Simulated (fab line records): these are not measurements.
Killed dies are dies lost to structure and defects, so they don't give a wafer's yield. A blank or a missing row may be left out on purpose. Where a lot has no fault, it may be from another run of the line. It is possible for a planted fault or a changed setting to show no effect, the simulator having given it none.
One fault seen from 2 desks    flow n5-finfet    numbers are kept per desk, each desk with only its own; the story behind them comes last

## FROM THE METROLOGY DESK
Means of the sampled wafers that have a number, per lot and without regard to the tool the lot ran on: this is what the gauges read. Marked OUT: a lot whose mean sits more than 4 standard deviations from the usual mean, which makes it out of limits; the brackets give that distance. Shown are 7 of the 12 readings it has, namely the first that went out of limits plus those furthest out on some lot.
Columns: A = M3_OVL at N5_BEOL_M3_OVL_MEAS_12, usual -0.4 nm; B = DIBL_P at N5_BEOL_M4_RC_MEAS_101, usual 37.5 mV/V; C = IOFF_N at N5_BEOL_M4_RC_MEAS_101, usual 0.18 nA/um; D = IOFF_P at N5_BEOL_M4_RC_MEAS_101, usual 0.24 nA/um; E = SS_P at N5_BEOL_M4_RC_MEAS_101, usual 73.6 mV/dec; F = VT_N at N5_BEOL_M4_RC_MEAS_101, usual 249 mV; G = VT_P at N5_BEOL_M4_RC_MEAS_101, usual -249 mV
lot   first seen here  A               B     C     D     E     F    G
L798  day 7 17:29      0.2             36.2  0.15  0.24  73.5  250  -247
L801  day 8 19:04      -1.5            37.6  0.17  0.24  73.6  250  -250
L803  day 9 10:39      0.3             38.9  0.19  0.27  73.9  247  -245
L809  day 10 13:09     10.3 (+13) OUT  39.1  0.21  0.28  73.9  248  -248
L810  day 10 15:41     10.4 (+14) OUT  34.7  0.13  0.18  72.5  254  -254
L812  day 11 08:12     -0.1            38.5  0.20  0.26  73.7  247  -247
L813  day 12 02:34     0.8             37.4  0.19  0.24  73.0  248  -246
L816  day 12 15:36     0.1             38.1  0.19  0.24  74.1  245  -251
L817  day 12 23:14     0.3             37.0  0.17  0.20  73.4  249  -252
This desk reports L809, L810 out of limits; the earliest was L809 at day 10 17:07 (M3_OVL at N5_BEOL_M3_OVL_MEAS_12). Within limits: L798, L801, L803, L812, L813, L816, L817.

## TOOL OWNER'S DESK, euv-scanner-01
The tool's own readings at N5_BEOL_M3_EXPOSE_08 (exposes mask M3): means of the sampled wafers that have a number, for each lot that ran on this tool. Marked OUT: a lot whose mean sits more than 4 standard deviations from the usual mean, which makes it out of limits; the brackets give that distance.
Columns: A = exposure-dose-mJ-cm2 at N5_BEOL_M3_EXPOSE_08, usual 32.88
lot   first seen here  A
L798  day 7 20:02      32.93
L803  day 9 12:26      32.95
L809  day 10 16:58     32.92
L810  day 10 17:11     32.90
Result from this desk: across the 4 lots, nothing is out of limits.

## PUT TOGETHER
L809, L810 would have let the metrology desk raise an alarm at day 10 17:07.
Nothing out of limits was seen by the tool owner's desk.
The tool owner's desk has L809, L810 on record, within its limits.
N5_BEOL_M3_EXPOSE_08 was run on euv-scanner-01 by each of the lots named.

## WHAT WAS PUT IN BY THE SIMULATOR
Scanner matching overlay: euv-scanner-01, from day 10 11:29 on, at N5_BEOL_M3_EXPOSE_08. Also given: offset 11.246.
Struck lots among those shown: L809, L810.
Time in hours between the start of the fault and the first out-of-limits reading at each desk: metrology desk, 6.
